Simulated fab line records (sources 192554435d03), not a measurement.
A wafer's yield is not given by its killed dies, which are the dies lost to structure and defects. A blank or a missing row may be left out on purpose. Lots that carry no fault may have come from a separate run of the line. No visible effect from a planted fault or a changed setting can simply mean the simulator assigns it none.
8D (eight disciplines) problem report, filled in by code || flow n5-finfet || the parts of the form that need people (team, actions taken, sign-off) are left out

== 1. THE PROBLEM ==
spin-speed-rpm at N5_BEOL_M11_COAT_59 reads a mean of 1923.8 rpm on 6 wafers of 2 lots; wafers without a fault read 1500.1 rpm with a standard deviation of 1.1. That is +99 or more standard deviations from the usual mean.
The step: time 60 s, resist thk 100 nm.
Seen first at day 15 02:19 on litho-track-04, wafer L218.2. The record holds 12 wafers of 4 lots with a number at this step. Rule for "out", or "out of limits": more than 4 standard deviations from the usual mean. The other wafers with a number count as sound.

== 2. WHAT IT IS; WHAT IT IS NOT ==
{"question": "which readings at this step", "is": "spin-speed-rpm", "is not": "-"}
{"question": "which lots", "is": "L218, L219", "is not": "L212, L222"}
{"question": "which wafers of those lots", "is": "all that have a number", "is not": "-"}
{"question": "read on which tools", "is": "litho-track-04", "is not": "litho-track-02"}
{"question": "when", "is": "from day 15 02:19", "is not": "up to then (3 sound wafers); but 3 sound wafers of L222 came after"}

== 3. WHAT RULES OUT EACH SUSPECT ==
Counting: a tool at any process step up to the reading remains a suspect when it ran all the lots that are out and ran no sound lot after the first of those.
- litho-track-04 at N5_BEOL_M11_COAT_59 (time 60 s, resist thk 100 nm): kept. Every lot that is out went through it, starting with L218 (day 15 02:19), and after that it ran no sound lot; the last sound lot it ran before then is L212 (day 12 22:12). Its own readings are out on those wafers: spin-speed-rpm.
Left after counting: litho-track-04 at N5_BEOL_M11_COAT_59.

== 4. THE CAUSE (what the simulator had put in) ==
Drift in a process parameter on litho-track-04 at N5_BEOL_M11_COAT_59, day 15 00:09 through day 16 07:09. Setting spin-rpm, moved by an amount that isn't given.
This tool alone remained once counting was done.

== 5. THE CHAIN OF EFFECTS, in route order ==
Each row: a reading whose mean over the struck wafers that have a number lies more than 3 standard deviations from the usual. Scope: only readings with a usual standard deviation given in the record; hours: median across lots of the time from each lot's start at the first step in this table that gives one to its start at this step; sigmas: change in usual standard deviations.
{"hours": 0, "step": "N5_BEOL_M11_COAT_59", "reading": "spin-speed-rpm", "usual": "1500.1 rpm", "on struck wafers": 1923.8, "change": "+423.7", "sigmas": "+99 or more"}
Here are the process steps it includes:
- N5_BEOL_M11_COAT_59: time 60 s, resist thk 100 nm.

== 6. HOW IT WOULD HAVE BEEN CAUGHT EARLIER ==
In this record the first reading out of limits was taken at day 15 02:19, 2 hours after the fault began at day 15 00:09.
